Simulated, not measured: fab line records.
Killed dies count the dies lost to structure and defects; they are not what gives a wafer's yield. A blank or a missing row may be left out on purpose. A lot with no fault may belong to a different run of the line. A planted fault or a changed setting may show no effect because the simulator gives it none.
Lot-split experiment    flow n5_finfet    on a route of 1938 steps: 7 lots, 21 wafers read

ON THE SPLIT
At N5_BEOL_M14_PEB_26 (peb time 90 s), the setting peb_temp_c was moved away from the recipe's 130 C on 4 of the 21 wafers read, by -2.6% to +2.2%. The other wafers ran this setting at the recipe's value.

FROM THE SPLIT TO THE READING: what the file shows between them, 2 steps
- N5_BEOL_M14_DEVELOP_27: develop time 45 s
- N5_BEOL_M14_HARDBAKE_32: time 120 s

THE READING
cd_nm (nm) at N5_BEOL_M14_CD_MEAS_28, where the cd target is 284.4 nm. On this fab line, fault-free wafers typically give 285.3 nm with a standard deviation of 2.2 nm.

wafer   tool, chamber at the split  peb_temp_c as run, C  against the recipe  cd_nm, nm  against lot-mates on the recipe
L076.2  litho_track-02, 0           130                   recipe              289.2      -
L076.5  litho_track-02, 0           130                   recipe              288.0      -
L076.6  litho_track-02, 0           130                   recipe              288.9      -
L077.1  litho_track-02, 0           130                   recipe              287.9      -
L077.2  litho_track-02, 0           126.6                 -2.6%               270.1      -16.8
L077.4  litho_track-02, 0           130                   recipe              286.0      -
L082.1  litho_track-03, 0           130                   recipe              286.3      -
L082.4  litho_track-03, 0           130                   recipe              284.6      -
L082.5  litho_track-03, 0           130                   recipe              283.9      -
L083.2  litho_track-02, 0           132.9                 +2.2%               299.1      +15.3
L083.3  litho_track-02, 0           130                   recipe              283.8      -
L083.5  litho_track-02, 0           132.9                 +2.2%               297.2      +13.4
L090.1  litho_track-02, 0           130                   recipe              285.5      -
L090.2  litho_track-02, 0           130                   recipe              284.5      -
L090.5  litho_track-02, 0           130                   recipe              287.2      -
L094.3  litho_track-02, 0           130                   recipe              289.7      -
L094.4  litho_track-02, 0           130                   recipe              288.5      -
L094.6  litho_track-02, 0           130                   recipe              289.2      -
L096.1  litho_track-03, 0           130                   recipe              286.4      -
L096.2  litho_track-03, 0           130                   recipe              283.9      -
L096.5  litho_track-03, 0           127.8                 -1.7%               271.5      -13.6

FIT RESULTS
A straight line over all 21 wafers: cd_nm changes by +6.12 nm for each +1% of peb_temp_c; r = +0.94; the points scatter about the line by 2.3 nm.
The same after taking each lot's own level away (the mean of its wafers on the recipe; 21 wafers): +6.68 nm for each +1%; r = +0.99; scatter 1.1 nm.
According to that fit, moving peb_temp_c by its largest amount changes the reading by 17 nm.
The lots' own levels span 283.80 to 289.13 nm, that is 2.4 times the standard deviation above.
Hence the lot-to-lot level has little effect on the slope; both slopes agree.
Check: -18.1 nm against its lot-mates is what the line predicts for one of the wafers moved furthest among these (-2.6%) when that wafer is left out of the fit. Against them it came out at -16.8 nm.

OTHER SPLITS APPLIED TO THESE WAFERS
Other splits were also applied to these wafers ahead of the reading. Each is held against what the fit with the lots' levels taken away leaves over:
other split on the same wafers  wafers away from the commonest value  r with cd_nm (lot level and that fit taken away)
N5_BEOL_M8_ILD_DEP_00 time_s    7                                     +0.08
N5_BEOL_M8_ETCH_62 source_w     6                                     +0.08
N5_BEOL_M12_ILD_DEP_00 time_s   6                                     +0.22

THE WHOLE CHAIN: every reading that the file lists as answering this split, in the file's order
step                    what it does                                            reading                                                          change (the file's fit)               r (the file's)
N5_BEOL_M14_CD_MEAS_28  target cd 284.4 nm                                      cd_nm                                                            +6.76 nm for each +1% of the setting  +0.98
N5_BEOL_M14_DESCUM_33   chemistry O2, time 7.9 s                                BEOL_M14.cd_nm (the simulator's own value, which no gauge read)  +6.89 nm for each +1% of the setting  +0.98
N5_BEOL_M14_ETCH_67     etches SiARC in CF4, target depth 143 nm, time 238.3 s  BEOL_M14.cd_nm (the simulator's own value, which no gauge read)  +6.82 nm for each +1% of the setting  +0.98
N5_BEOL_M14_ETCH_68     etches SOC in N2/H2, time 450 s                         BEOL_M14.cd_nm (the simulator's own value, which no gauge read)  +6.58 nm for each +1% of the setting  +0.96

THE FILE'S OWN FIT
cd_nm changes by +6.76 nm for each +1% of peb_temp_c, r = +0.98.
